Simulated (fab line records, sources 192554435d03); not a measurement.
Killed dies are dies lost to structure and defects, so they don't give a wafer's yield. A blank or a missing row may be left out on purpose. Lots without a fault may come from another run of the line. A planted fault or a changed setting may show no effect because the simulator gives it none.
fab line records | flow n5_finfet
record lots=23 wafers=69 last_day=18
route steps=1938 shown BEOL_M11@1557
lots that met no fault: from a run of the same line without faults
start_h: hours from the record's first day to the start of the lot's first wafer shown | wait_h: hours since the lot's step before | " the same as in the row above | L1.1+2: a row that stands for several wafers | - no value, or no start given | * or withheld: withheld | < > ~ a bound
route shown NAME@n: a module of which the file shows steps, and the number in the route of the first | usual: mean/standard deviation of fault-free wafers | same: alike in all rows | chamber/n: place in a boat | sites: the reading at each site | _std_site: their standard deviation | _edge_site: outer sites' mean less inner sites' | radius_mm: how far each site lies from the wafer's centre | mask NAME#n: copy n | behind: the tool/chamber that last shaped the wafer | hold: why the lot was held/for how many hours/how that ended | device: the transistor (n, p or np) that didn't switch | end of line: the same wafers' tests at the end of the route | a step without rows: its recipe alone | killed: dies lost to structure and defects at the first sort, not the wafer's yield | map: a wafer's dies, x killed, . not, _ none there
set.NAME: the setting as run; set.NAME@STEP: as run at that earlier step | model.NAME: the simulator's own value behind a step, which no gauge read
steps of the route over a sample of lots; a table a step, a row a wafer
services: from which hour (start_h, from the record's first day; less than 0 if before it) a tool's chamber was out of use, for how many hours, and why
## steps
# step N5_BEOL_M11_HM_OPEN_17
# recipe chemistry=Cl2/BCl3 target_depth_a=200 overetch_a=60 target=TiN mask_material=SOC ion_energy_ev=150 pressure_mtorr=10 icp_w=1000 bias_w=126 Cl2_flow_sccm=53.25 bcl3_flow_sccm=21.75 Ar_flow_sccm=25
# usual drypump_motor_current_A=5.6/0.38 mfc_ar_sccm=25.00/0.071 mfc_cl2_sccm=53.21/0.16 oes_product_au=0.67/0.063 throttle_valve_pct=22.03/0.2
# columns lot.wafer tool chamber start_h wait_h drypump_motor_current_A mfc_ar_sccm mfc_cl2_sccm oes_product_au rf_hours_counter_h throttle_valve_pct
L074.2 rie_metal-01 1 246.14 0.0 5.9 25.03 52.83 0.57 98 21.99
L074.5 " 1 " " 5.8 24.78 53.42 0.58 - 22.02
L074.6 " 0 " " 5.9 24.92 53.37 0.64 - 21.66
L075.2 rie_metal-03 1 246.39 0.0 4.9 25.02 53.10 0.74 15 22.21
L075.3 " 0 " " 6.0 25.04 53.28 0.61 - 22.18
L075.5 " 0 " " 6.0 25.06 53.33 0.61 - 22.16
L077.1 rie_metal-01 0 264.58 0.0 5.9 24.98 53.33 0.65 46 21.66
L077.2 " 1 " " 5.8 25.08 53.31 0.57 99 22.01
L077.5 " 1 " " 5.9 25.05 53.19 0.57 - 22.00
L076.1 rie_metal-02 0 264.82 0.0 5.2 24.92 53.04 0.76 9 22.02
L076.2 " 1 " " 5.5 25.00 53.11 0.72 18 22.17
L076.5 " 1 " " 5.5 25.06 53.04 0.71 - 22.21
L078.1 rie_metal-03 0 264.83 0.0 6.0 25.03 53.26 0.60 75 22.18
L078.4 " 0 " " 6.0 24.87 53.39 0.60 - 22.16
L078.6 " 1 " " 4.9 24.98 53.26 0.74 - 22.24
L081.2 rie_metal-02 0 275.95 0.0 5.2 25.09 53.17 0.76 10 22.03
L081.5 " 0 " " 5.2 25.12 53.02 0.76 - 22.04
L081.6 " 1 " " 5.5 24.97 53.44 0.71 - 22.18
L082.1 rie_metal-02 1 285.05 0.0 5.5 25.07 53.30 0.71 19 22.19
L082.5 " 1 " " 5.5 25.01 53.50 0.72 - 22.18
L082.6 " 0 " " 5.2 24.94 53.15 0.76 - 22.03
L079.2 rie_metal-03 0 288.46 0.0 6.0 25.00 53.31 0.60 78 22.18
L079.3 " 1 " " 4.9 25.04 53.26 0.74 - 22.21
L079.4 " 0 " " 6.0 24.99 53.36 0.60 - 22.17
L080.1 rie_metal-01 0 288.73 0.0 5.9 25.11 53.18 0.65 48 21.65
L080.3 " 0 " " 5.9 25.05 53.16 0.64 - 21.67
L080.4 " 1 " " 5.8 24.96 52.83 0.57 - 22.02
L084.1 rie_metal-03 1 294.38 0.0 4.9 24.89 53.11 0.74 19 22.24
L084.3 " 0 " " 6.0 25.16 53.26 0.59 - 22.20
L084.6 " 1 " " 4.9 24.98 53.06 0.73 - 22.23
L083.1 rie_metal-02 0 301.36 0.0 5.2 24.97 53.15 0.74 11 22.05
L083.3 " 1 " " 5.5 25.16 53.11 0.72 - 22.16
L083.4 " 0 " " 5.2 24.91 53.16 0.75 - 22.05
L086.3 rie_metal-02 1 305.39 0.1 5.5 25.05 53.03 0.70 - 22.21
L086.4 " 0 " " 5.2 24.85 53.10 0.74 - 22.06
L086.5 " 0 " " 5.2 25.00 53.15 0.74 - 22.06
L085.1 rie_metal-02 0 310.31 0.0 5.2 24.95 53.32 0.75 12 22.04
L085.3 " 0 " " 5.2 25.04 53.63 0.74 - 22.06
L085.6 " 0 " " 5.2 25.01 53.45 0.74 - 22.07
L090.2 rie_metal-01 0 318.12 0.0 5.9 25.06 52.94 0.65 51 21.68
L090.4 " 1 " " 5.8 24.97 53.20 0.57 - 22.00
L090.6 " 1 " " 5.8 24.98 53.13 0.56 - 22.04
L087.1 rie_metal-02 1 325.92 0.0 5.5 24.96 53.44 0.70 23 22.20
L087.4 " 0 " " 5.2 24.90 53.39 0.73 - 22.05
L087.5 " 0 " " 5.2 25.06 53.06 0.73 - 22.04
L088.1 rie_metal-01 0 332.15 0.0 5.9 25.03 53.46 0.64 52 21.67
L088.3 " 1 " " 5.9 25.17 53.12 0.56 - 22.02
L088.6 " 0 " " 5.9 24.90 53.24 0.64 - 21.66
L089.1 rie_metal-01 1 335.79 0.0 5.8 24.93 53.36 0.57 106 22.04
L089.3 " 0 " " 5.9 25.02 53.30 0.64 - 21.65
L089.5 " 0 " " 5.9 25.07 53.21 0.63 - 21.68
L092.4 rie_metal-02 1 347.43 0.1 5.5 24.94 53.15 0.70 - 22.19
L092.5 " 1 " " 5.5 25.03 53.07 0.69 - 22.20
L092.6 " 0 " " 5.2 24.96 53.32 0.74 - 22.04
L091.1 rie_metal-02 1 350.52 0.0 5.5 25.07 53.06 0.68 26 22.21
L091.5 " 0 " " 5.2 24.95 53.19 0.72 - 22.05
L091.6 " 1 " " 5.5 25.07 53.06 0.70 - 22.21
L094.2 rie_metal-03 0 362.19 0.0 6.0 25.15 53.30 0.59 83 22.20
L094.4 " 1 " " 4.9 25.14 53.04 0.72 - 22.23
L094.6 " 1 " " 4.9 25.09 52.91 0.72 - 22.25
L095.1 rie_metal-01 0 375.52 0.0 6.0 24.95 53.12 0.64 57 21.68
L095.4 " 0 " " 5.9 25.00 53.26 0.64 - 21.66
L095.5 " 0 " " 5.9 24.93 53.32 0.64 - 21.66
L097.4 rie_metal-02 1 378.38 0.1 5.5 24.95 53.05 0.68 - 22.20
L097.5 " 1 " " 5.5 25.00 53.26 0.68 - 22.20
L097.6 " 0 " " 5.2 24.98 53.44 0.72 - 22.04
L096.2 rie_metal-01 0 378.55 0.1 5.9 24.99 52.83 0.63 - 21.69
L096.4 " 0 " " 6.0 24.89 53.18 0.63 - 21.67
L096.6 " 0 " " 5.9 25.01 53.18 0.64 - 21.65
# step N5_BEOL_M11_CD_MEAS_28
# recipe target_cd_nm=70 landing_energy_ev=500 detector=se_inlens polarity=opening
# usual cd_nm=69.9/0.96
# columns lot.wafer tool chamber start_h wait_h cd_nm
L074.2 cd_sem-01 0 249.14 - 70.7
L074.5 " 0 " " 70.0
L074.6 " 0 " " 70.0
L075.2 cd_sem-02 0 249.30 - 70.5
L075.3 " 0 " " 70.4
L075.5 " 0 " " 70.4
L076.1 cd_sem-03 0 266.08 - 69.8
L076.2 " 0 " " 70.8
L076.5 " 0 " " 71.2
L077.1 cd_sem-03 0 266.24 - 69.9
L077.2 " 0 " " 70.2
L077.5 " 0 " " 68.8
L078.1 cd_sem-01 0 266.41 - 69.9
L078.4 " 0 " " 70.5
L078.6 " 0 " " 71.1
L081.2 cd_sem-01 0 276.55 - 69.7
L081.5 " 0 " " 69.2
L081.6 " 0 " " 68.6
L082.1 cd_sem-02 0 286.73 - 71.0
L082.5 " 0 " " 70.3
L082.6 " 0 " " 68.8
L080.1 cd_sem-01 0 289.35 - 68.8
L080.3 " 0 " " 69.9
L080.4 " 0 " " 70.2
L079.2 cd_sem-03 0 289.52 - 69.3
L079.3 " 0 " " 70.5
L079.4 " 0 " " 69.7
L084.1 cd_sem-02 0 294.86 - 68.8
L084.3 " 0 " " 67.9
L084.6 " 0 " " 67.3
L083.1 cd_sem-03 0 302.81 - 68.7
L083.3 " 0 " " 68.1
L083.4 " 0 " " 68.5
L086.3 cd_sem-02 0 305.84 - 69.6
L086.4 " 0 " " 71.0
L086.5 " 0 " " 69.1
L085.1 cd_sem-01 0 310.96 - 68.6
L085.3 " 0 " " 69.5
L085.6 " 0 " " 69.8
L090.2 cd_sem-03 0 319.24 - 68.9
L090.4 " 0 " " 70.2
L090.6 " 0 " " 70.0
L087.1 cd_sem-01 0 330.53 - 70.8
L087.4 " 0 " " 70.0
L087.5 " 0 " " 70.8
L088.1 cd_sem-02 0 333.65 - 72.0
L088.3 " 0 " " 70.7
L088.6 " 0 " " 70.3
L089.1 cd_sem-01 0 337.09 - 69.6
L089.3 " 0 " " 68.6
L089.5 " 0 " " 69.0
L092.4 cd_sem-03 0 348.70 - 68.7
L092.5 " 0 " " 69.2
L092.6 " 0 " " 67.9
L091.1 cd_sem-01 0 352.39 - 71.2
L091.5 " 0 " " 71.3
L091.6 " 0 " " 71.2
L094.2 cd_sem-01 0 364.77 - 70.5
L094.4 " 0 " " 70.2
L094.6 " 0 " " 70.4
L095.1 cd_sem-02 0 377.08 - 70.5
L095.4 " 0 " " 70.4
L095.5 " 0 " " 70.9
L097.4 cd_sem-03 0 379.87 - 70.2
L097.5 " 0 " " 69.3
L097.6 " 0 " " 71.3
L096.2 cd_sem-03 0 380.03 - 69.4
L096.4 " 0 " " 70.3
L096.6 " 0 " " 69.7
# step N5_BEOL_M11_INSPECT_30
# recipe mode=adi inspect_instrument=brightfield
# usual raw_defect_count=344/79
# columns lot.wafer tool chamber start_h wait_h raw_defect_count
L074.2 defect_inspect-02 - 249.19 0.0 264
L074.5 " - " " 291
L074.6 " - " " 228
L075.2 defect_inspect-01 - 249.36 0.0 329
L075.3 " - " " 320
L075.5 " - " " 447
L076.1 defect_inspect-01 - 266.13 0.0 413
L076.2 " - " " 449
L076.5 " - " " 337
L077.1 defect_inspect-02 - 266.30 0.0 348
L077.2 " - " " 262
L077.5 " - " " 361
L078.1 defect_inspect-02 - 266.47 0.0 331
L078.4 " - " " 512
L078.6 " - " " 247
L081.2 defect_inspect-01 - 276.61 0.0 274
L081.5 " - " " 319
L081.6 " - " " 263
L082.1 defect_inspect-02 - 286.78 0.0 306
L082.5 " - " " 386
L082.6 " - " " 354
L080.1 defect_inspect-02 - 289.41 0.0 339
L080.3 " - " " 413
L080.4 " - " " 287
L079.2 defect_inspect-01 - 289.58 0.0 389
L079.3 " - " " 426
L079.4 " - " " 444
L084.1 defect_inspect-02 - 294.92 0.0 406
L084.3 " - " " 328
L084.6 " - " " 343
L083.1 defect_inspect-01 - 302.86 0.0 273
L083.3 " - " " 243
L083.4 " - " " 250
L086.3 defect_inspect-01 - 305.90 0.0 285
L086.4 " - " " 431
L086.5 " - " " 282
L085.1 defect_inspect-02 - 311.01 0.0 570
L085.3 " - " " 461
L085.6 " - " " 310
L090.2 defect_inspect-02 - 319.30 0.0 378
L090.4 " - " " 364
L090.6 " - " " 326
L087.1 defect_inspect-02 - 330.59 0.0 349
L087.4 " - " " 271
L087.5 " - " " 301
L088.1 defect_inspect-01 - 333.70 0.0 330
L088.3 " - " " 282
L088.6 " - " " 251
L089.1 defect_inspect-01 - 337.14 0.0 330
L089.3 " - " " 386
L089.5 " - " " 333
L092.4 defect_inspect-02 - 348.75 0.0 443
L092.5 " - " " 389
L092.6 " - " " 242
L091.1 defect_inspect-02 - 352.45 0.0 317
L091.5 " - " " 307
L091.6 " - " " 254
L094.2 defect_inspect-02 - 364.82 0.0 426
L094.4 " - " " 478
L094.6 " - " " 550
L095.1 defect_inspect-01 - 377.13 0.0 286
L095.4 " - " " 333
L095.5 " - " " 326
L097.4 defect_inspect-02 - 379.92 0.0 324
L097.5 " - " " 316
L097.6 " - " " 321
L096.2 defect_inspect-02 - 380.09 0.0 286
L096.4 " - " " 257
L096.6 " - " " 280
# step N5_BEOL_M11_ETCH_65
# recipe chemistry=CF4 target=SiARC target_depth_a=390 mask_material=CAR-ArF time_s=65 ion_energy_ev=80 pressure_mtorr=40 source_w=545 bias_w=36 Ar_flow_sccm=100 cf4_flow_sccm=100 ends=cleared
# usual drypump_motor_current_A=5.9/0.39 etch_rf_on_time_s=65.9/2.2 mfc_ar_sccm=100.0/0.3 oes_product_au=0.68/0.079 rf_vpp_V=184.4/1.1 showerhead_plenum_p_Torr=2.16/0.052 throttle_valve_pct=15.58/0.27
# columns lot.wafer tool chamber start_h wait_h drypump_motor_current_A etch_rf_on_time_s mfc_ar_sccm oes_product_au rf_hours_counter_h rf_vpp_V showerhead_plenum_p_Torr throttle_valve_pct
L074.2 rie_diel-06 3 249.26 0.0 6.0 67.1 100.4 0.59 219 181.7 2.03 15.95
L074.5 " 3 " " 6.0 66.6 100.2 0.59 - 185.1 2.03 15.96
L074.6 " 2 " " 5.5 63.0 100.1 0.69 - 182.7 2.07 15.57
L075.2 rie_diel-04 3 249.68 0.0 5.3 66.4 99.8 0.62 208 183.7 2.20 15.95
L075.3 " 0 " " 6.1 68.0 99.4 0.70 87 184.7 2.16 15.21
L075.5 " 0 " " 6.1 67.8 99.9 0.70 - 183.7 2.16 15.22
L076.1 rie_diel-03 3 266.20 0.0 6.3 67.2 100.0 0.76 24 186.8 2.17 15.13
L076.2 " 0 " " 6.2 63.1 100.0 0.83 5 185.8 2.18 15.49
L076.5 " 2 " " 5.7 61.9 99.6 0.70 - 184.1 2.09 15.50
L077.1 rie_diel-04 1 266.77 0.0 6.3 67.6 100.2 0.62 170 185.5 2.22 15.65
L077.2 " 3 " " 5.4 66.4 99.7 0.61 213 184.4 2.20 15.95
L077.5 " 1 " " 6.3 67.9 100.1 0.62 - 186.9 2.22 15.66
L078.1 rie_diel-06 2 266.87 0.0 5.5 63.3 100.0 0.68 105 183.3 2.07 15.57
L078.4 " 1 " " 5.3 68.8 100.0 0.62 167 183.8 2.14 15.68
L078.6 " 2 " " 5.5 63.3 99.9 0.68 - 183.3 2.07 15.60
L081.2 rie_diel-04 3 277.06 0.0 5.3 65.9 100.0 0.61 216 185.7 2.20 15.98
L081.5 " 3 " " 5.3 65.9 100.1 0.62 - 185.1 2.20 15.98
L081.6 " 0 " " 6.1 66.7 99.7 0.69 - 183.5 2.16 15.24
L082.1 rie_diel-04 2 286.98 0.0 6.4 61.9 99.8 0.83 10 183.8 2.18 15.46
L082.5 " 0 " " 6.1 65.7 100.1 0.70 - 184.2 2.16 15.24
L082.6 " 3 " " 5.3 65.3 100.4 0.61 - 184.9 2.20 15.97
L080.1 rie_diel-03 1 289.50 0.0 5.7 68.9 100.2 0.56 232 184.8 2.21 15.89
L080.3 " 3 " " 6.3 68.0 99.8 0.75 31 185.4 2.17 15.14
L080.4 " 2 " " 5.7 63.2 99.6 0.69 104 182.8 2.09 15.50
L079.2 rie_diel-06 3 289.65 0.0 6.0 67.3 99.3 0.58 233 181.0 2.03 16.00
L079.3 " 2 " " 5.5 64.4 99.8 0.67 113 184.6 2.07 15.58
L079.4 " 1 " " 5.3 68.9 100.0 0.60 172 183.9 2.14 15.68
L084.1 rie_diel-03 3 294.99 0.0 6.3 66.9 100.1 0.74 33 185.8 2.17 15.15
L084.3 " 0 " " 6.2 63.3 100.1 0.81 13 183.1 2.18 15.52
L084.6 " 3 " " 6.3 67.5 99.7 0.74 - 184.6 2.17 15.14
L083.1 rie_diel-04 3 302.93 0.0 5.3 66.7 100.5 0.61 223 184.6 2.19 15.99
L083.3 " 1 " " 6.3 67.7 100.1 0.61 180 185.4 2.22 15.67
L083.4 " 2 " " 6.4 63.7 100.4 0.80 15 185.4 2.17 15.46
L086.3 rie_diel-03 3 306.02 0.0 6.3 67.9 99.7 0.74 36 183.8 2.17 15.16
L086.4 " 1 " " 5.7 69.3 99.7 0.55 237 185.0 2.20 15.89
L086.5 " 1 " " 5.7 68.8 100.0 0.57 - 183.9 2.20 15.90
L085.1 rie_diel-03 0 311.08 0.0 6.2 63.9 99.7 0.79 19 184.2 2.18 15.53
L085.3 " 3 " " 6.3 67.3 100.2 0.74 38 185.3 2.17 15.15
L085.6 " 2 " " 5.7 63.2 99.6 0.68 - 182.4 2.08 15.51
L090.2 rie_diel-04 3 319.36 0.0 5.3 66.6 100.2 0.60 230 185.7 2.19 16.01
L090.4 " 2 " " 6.4 63.8 100.3 0.79 18 186.8 2.17 15.47
L090.6 " 2 " " 6.4 63.5 100.2 0.79 - 185.8 2.17 15.47
L087.1 rie_diel-04 1 330.68 0.0 6.3 67.2 100.2 0.60 190 185.5 2.22 15.70
L087.4 " 0 " " 6.1 67.1 100.0 0.69 113 184.2 2.16 15.28
L087.5 " 0 " " 6.1 67.2 100.0 0.68 - 184.4 2.16 15.27
L088.1 rie_diel-03 3 333.77 0.0 6.3 67.5 100.0 0.73 42 184.5 2.17 15.17
L088.3 " 2 " " 5.7 63.0 100.2 0.67 120 182.9 2.08 15.53
L088.6 " 2 " " 5.7 62.8 99.7 0.66 - 183.3 2.08 15.51
L089.1 rie_diel-04 0 337.21 0.0 6.1 66.7 100.0 0.68 115 184.2 2.15 15.28
L089.3 " 1 " " 6.3 67.2 99.7 0.60 193 184.6 2.21 15.69
L089.5 " 0 " " 6.1 66.2 99.8 0.68 - 184.8 2.15 15.28
L092.4 rie_diel-04 1 348.82 0.0 6.3 66.8 99.7 0.60 197 185.0 2.21 15.72
L092.5 " 3 " " 5.4 66.6 100.4 0.59 - 185.4 2.19 16.01
L092.6 " 0 " " 6.1 67.0 100.1 0.68 - 183.9 2.15 15.30
L091.1 rie_diel-03 1 352.52 0.0 5.7 69.6 99.2 0.55 249 184.7 2.20 15.93
L091.5 " 3 " " 6.3 68.1 99.5 0.72 - 186.2 2.16 15.18
L091.6 " 0 " " 6.2 64.8 99.6 0.76 - 185.0 2.17 15.55
L094.2 rie_diel-04 1 364.89 0.0 6.3 67.8 100.1 0.59 201 184.6 2.21 15.72
L094.4 " 3 " " 5.3 67.8 100.2 0.59 241 186.1 2.19 16.01
L094.6 " 1 " " 6.3 67.9 99.9 0.60 - 185.0 2.21 15.72
L095.1 rie_diel-06 0 377.20 0.0 5.4 64.3 100.4 0.58 251 183.3 2.11 16.21
L095.4 " 1 " " 5.3 68.2 100.1 0.59 - 183.1 2.13 15.74
L095.5 " 0 " " 5.4 64.3 99.5 0.59 - 184.4 2.11 16.21
L097.4 rie_diel-03 2 379.99 0.0 5.7 63.0 99.9 0.66 134 182.9 2.08 15.56
L097.5 " 3 " " 6.3 67.3 100.6 0.71 - 184.4 2.16 15.21
L097.6 " 2 " " 5.7 62.8 100.1 0.66 - 183.2 2.08 15.56
L096.2 rie_diel-06 1 380.19 0.0 5.3 69.9 99.4 0.59 203 184.5 2.13 15.74
L096.4 " 1 " " 5.3 69.8 99.9 0.58 - 184.4 2.13 15.74
L096.6 " 3 " " 6.0 65.8 100.0 0.83 - 185.0 2.27 15.50
# step N5_BEOL_M11_VIA_ETCH_34
# recipe chemistry=C4F6/O2 target=SiCOH_lowk target_depth_a=1845 mask_material=SOC taper_deg=4 time_s=69.2 ion_energy_ev=250 pressure_mtorr=30 source_w=345 bias_w=185 Ar_flow_sccm=300 C4F6_flow_sccm=10 O2_flow_sccm=10
# usual drypump_motor_current_A=5.9/0.39 mfc_ar_sccm=300.1/0.9 oes_f_703_au=0.79/0.09 oes_product_au=0.79/0.092 rf_vpp_V=666/8.8 showerhead_plenum_p_Torr=2.87/0.072 throttle_valve_pct=20.90/0.28
# columns lot.wafer tool chamber start_h wait_h drypump_motor_current_A mfc_ar_sccm oes_f_703_au oes_product_au rf_hours_counter_h rf_vpp_V showerhead_plenum_p_Torr throttle_valve_pct
L074.2 rie_diel-06 3 249.43 0.0 6.0 300.6 0.68 0.69 219 649 2.70 21.21
L074.5 " 3 " " 6.0 300.0 0.68 0.69 - 648 2.70 21.19
L074.6 " 2 " " 5.5 300.8 0.82 0.80 - 659 2.75 20.85
L075.2 rie_diel-04 3 249.86 0.0 5.3 300.4 0.71 0.72 208 664 2.93 21.26
L075.3 " 0 " " 6.1 302.3 0.81 0.82 87 683 2.86 20.40
L075.5 " 0 " " 6.1 301.1 0.81 0.83 - 683 2.86 20.41
L076.1 rie_diel-03 3 266.37 0.0 6.3 300.0 0.87 0.89 24 668 2.90 20.45
L076.2 " 0 " " 6.2 300.5 0.97 0.97 5 674 2.91 20.91
L076.5 " 2 " " 5.7 300.5 0.81 0.80 - 662 2.79 20.90
L077.1 rie_diel-04 1 266.95 0.0 6.3 300.8 0.73 0.73 170 664 2.98 21.09
L077.2 " 3 " " 5.3 299.8 0.72 0.72 213 664 2.93 21.26
L077.5 " 1 " " 6.3 302.3 0.73 0.72 - 664 2.98 21.07
L078.1 rie_diel-06 2 267.05 0.0 5.5 300.1 0.82 0.78 106 658 2.75 20.86
L078.4 " 1 " " 5.4 298.9 0.71 0.71 167 651 2.86 21.09
L078.6 " 2 " " 5.5 300.6 0.82 0.79 - 661 2.75 20.84
L081.2 rie_diel-04 3 277.24 0.0 5.3 300.7 0.71 0.71 216 661 2.93 21.26
L081.5 " 3 " " 5.3 299.1 0.71 0.71 - 661 2.93 21.26
L081.6 " 0 " " 6.1 301.2 0.81 0.81 - 683 2.86 20.42
L082.1 rie_diel-04 2 287.15 0.0 6.4 300.6 0.96 0.95 10 670 2.90 20.83
L082.5 " 0 " " 6.1 299.7 0.80 0.81 - 682 2.86 20.42
L082.6 " 3 " " 5.3 298.6 0.71 0.71 - 663 2.93 21.25
L080.1 rie_diel-03 1 289.67 0.0 5.7 299.5 0.64 0.66 232 657 2.92 21.06
L080.3 " 3 " " 6.3 300.1 0.86 0.86 31 669 2.89 20.45
L080.4 " 2 " " 5.7 300.5 0.80 0.79 104 664 2.79 20.92
L079.2 rie_diel-06 3 289.82 0.0 6.0 299.6 0.68 0.68 233 649 2.69 21.20
L079.3 " 2 " " 5.4 301.1 0.80 0.78 113 659 2.75 20.87
L079.4 " 1 " " 5.3 299.2 0.70 0.72 173 650 2.86 21.10
L084.1 rie_diel-03 3 295.16 0.0 6.3 300.5 0.86 0.87 33 670 2.89 20.46
L084.3 " 0 " " 6.2 300.4 0.94 0.96 13 675 2.91 20.91
L084.6 " 3 " " 6.4 301.9 0.85 0.87 - 670 2.89 20.46
L083.1 rie_diel-04 3 303.11 0.0 5.4 300.8 0.70 0.71 223 663 2.92 21.28
L083.3 " 1 " " 6.3 300.4 0.71 0.71 180 665 2.98 21.08
L083.4 " 2 " " 6.4 300.0 0.93 0.92 15 672 2.90 20.83
L086.3 rie_diel-03 3 306.20 0.0 6.3 299.5 0.84 0.86 37 670 2.89 20.47
L086.4 " 1 " " 5.7 298.8 0.64 0.66 237 657 2.92 21.05
L086.5 " 1 " " 5.8 300.1 0.64 0.66 - 657 2.92 21.07
L085.1 rie_diel-03 0 311.25 0.0 6.2 300.0 0.93 0.94 19 673 2.90 20.91
L085.3 " 3 " " 6.3 300.3 0.84 0.85 38 670 2.89 20.47
L085.6 " 2 " " 5.7 299.8 0.80 0.79 - 663 2.78 20.93
L090.2 rie_diel-04 3 319.54 0.0 5.3 299.9 0.70 0.70 230 662 2.92 21.28
L090.4 " 2 " " 6.4 299.9 0.93 0.93 18 670 2.90 20.86
L090.6 " 2 " " 6.5 300.4 0.92 0.92 - 670 2.90 20.84
L087.1 rie_diel-04 1 330.86 0.0 6.3 299.1 0.71 0.70 190 663 2.97 21.10
L087.4 " 0 " " 6.1 300.5 0.79 0.79 113 682 2.85 20.45
L087.5 " 0 " " 6.1 299.1 0.78 0.80 - 682 2.85 20.44
L088.1 rie_diel-03 3 333.94 0.0 6.3 299.9 0.84 0.85 43 669 2.89 20.49
L088.3 " 2 " " 5.7 301.8 0.79 0.78 120 662 2.78 20.94
L088.6 " 2 " " 5.7 299.9 0.79 0.78 - 662 2.78 20.92
L089.1 rie_diel-04 0 337.38 0.0 6.1 300.4 0.78 0.80 115 681 2.85 20.43
L089.3 " 1 " " 6.3 298.8 0.71 0.70 193 662 2.97 21.10
L089.5 " 0 " " 6.1 299.2 0.79 0.80 - 684 2.85 20.44
L092.4 rie_diel-04 1 348.99 0.0 6.4 300.2 0.70 0.70 197 663 2.97 21.11
L092.5 " 3 " " 5.3 299.4 0.69 0.70 - 662 2.92 21.29
L092.6 " 0 " " 6.1 300.4 0.78 0.79 - 683 2.85 20.47
L091.1 rie_diel-03 1 352.69 0.0 5.7 301.8 0.63 0.65 250 657 2.91 21.07
L091.5 " 3 " " 6.3 300.0 0.84 0.85 - 668 2.89 20.48
L091.6 " 0 " " 6.2 298.7 0.89 0.90 - 673 2.90 20.95
L094.2 rie_diel-04 1 365.07 0.0 6.3 299.6 0.71 0.70 201 663 2.97 21.11
L094.4 " 3 " " 5.3 299.6 0.69 0.69 241 662 2.92 21.30
L094.6 " 1 " " 6.3 300.2 0.70 0.71 - 663 2.97 21.10
L095.1 rie_diel-06 0 377.38 0.0 5.4 299.4 0.70 0.67 251 672 2.80 21.43
L095.4 " 1 " " 5.3 301.5 0.69 0.69 - 650 2.85 21.15
L095.5 " 0 " " 5.5 299.9 0.69 0.67 - 671 2.80 21.41
L097.4 rie_diel-03 2 380.16 0.0 5.7 299.4 0.78 0.78 134 662 2.77 20.95
L097.5 " 3 " " 6.3 299.9 0.82 0.83 - 669 2.88 20.49
L097.6 " 2 " " 5.7 300.3 0.78 0.77 - 661 2.77 20.95
L096.2 rie_diel-06 1 380.37 0.0 5.3 298.2 0.68 0.69 203 649 2.85 21.14
L096.4 " 1 " " 5.3 300.3 0.69 0.69 - 651 2.85 21.15
L096.6 " 3 " " 6.0 300.3 0.96 0.98 - 673 3.02 20.80
# step N5_BEOL_M11_THK_MEAS_53
# recipe thk_meas_gauge=xrf reads=Cu_of_BEOL_M11_ECD_50
# usual M11_THK=140/4.2
# columns lot.wafer tool chamber start_h wait_h M11_THK[nm]
L074.2 film_metro-01 - 252.08 - 140
L074.5 " - " " 139
L074.6 " - " " 148
L075.2 film_metro-01 - 253.07 - 138
L075.3 " - " " 138
L075.5 " - " " 138
L076.1 film_metro-02 - 269.83 - 134
L076.2 " - " " 144
L076.5 " - " " 143
L077.1 film_metro-02 - 270.11 - 136
L077.2 " - " " 141
L077.5 " - " " 136
L078.1 film_metro-02 - 270.30 - 146
L078.4 " - " " 136
L078.6 " - " " 144
L081.2 film_metro-01 - 281.50 - 142
L081.5 " - " " 141
L081.6 " - " " 140
L082.1 film_metro-01 - 290.34 - 148
L082.5 " - " " 141
L082.6 " - " " 139
L080.1 film_metro-02 - 294.38 - 135
L080.3 " - " " 139
L080.4 " - " " 148
L079.2 film_metro-02 - 294.74 - 140
L079.3 " - " " 143
L079.4 " - " " 136
L084.1 film_metro-02 - 298.48 - 143
L084.3 " - " " 150
L084.6 " - " " 139
L083.1 film_metro-02 - 306.77 - 141
L083.3 " - " " 135
L083.4 " - " " 149
L086.3 film_metro-02 - 308.97 - 137
L086.4 " - " " 139
L086.5 " - " " 134
L085.1 film_metro-02 - 315.01 - 144
L085.3 " - " " 139
L085.6 " - " " 144
L090.2 film_metro-01 - 323.33 - 139
L090.4 " - " " 146
L090.6 " - " " 144
L087.1 film_metro-01 - 333.83 - 136
L087.4 " - " " 137
L087.5 " - " " 137
L088.1 film_metro-02 - 338.49 - 136
L088.3 " - " " 144
L088.6 " - " " 147
L089.1 film_metro-02 - 341.50 - 136
L089.3 " - " " 138
L089.5 " - " " 137
L092.4 film_metro-01 - 351.98 - 135
L092.5 " - " " 137
L092.6 " - " " 140
L091.1 film_metro-01 - 355.31 - 132
L091.5 " - " " 135
L091.6 " - " " 143
L094.2 film_metro-02 - 367.69 - 139
L094.4 " - " " 139
L094.6 " - " " 139
L095.1 film_metro-02 - 381.28 - 142
L095.4 " - " " 135
L095.5 " - " " 139
L096.2 film_metro-01 - 384.10 - 135
L096.4 " - " " 134
L096.6 " - " " 144
L097.4 film_metro-01 - 384.38 - 145
L097.5 " - " " 138
L097.6 " - " " 143
## services
# columns tool chamber start_h hours kind
rie_diel-03 0 224.48 - clean
rie_diel-03 0 224.48 - consumable_replace:focus_ring
rie_diel-03 0 224.48 20.7 scheduled_down
rie_diel-03 0 224.48 20.7 vent_cycle
rie_diel-04 2 234.06 - clean
rie_diel-04 2 234.06 - consumable_replace:focus_ring
rie_diel-04 2 234.06 14.5 scheduled_down
rie_diel-04 2 234.06 14.5 vent_cycle
rie_metal-01 - 241.19 2.8 pm
rie_diel-03 - 272.06 0.8 repair
rie_diel-03 3 317.24 8.8 repair
rie_diel-04 3 334.18 5.4 repair
rie_metal-03 0 338.21 3.2 repair
rie_diel-06 3 342.84 - clean
rie_diel-06 3 342.84 - consumable_replace:esc
rie_diel-06 3 342.84 - consumable_replace:focus_ring
rie_diel-06 3 342.84 - consumable_replace:showerhead
rie_diel-06 3 342.84 36.3 scheduled_down
rie_diel-06 3 342.84 36.3 vent_cycle
rie_diel-03 1 354.41 - clean
rie_diel-03 1 354.41 - consumable_replace:focus_ring
rie_diel-03 1 354.41 15.8 scheduled_down
rie_diel-03 1 354.41 15.8 vent_cycle
rie_diel-06 0 379.16 - clean
## key
fault none
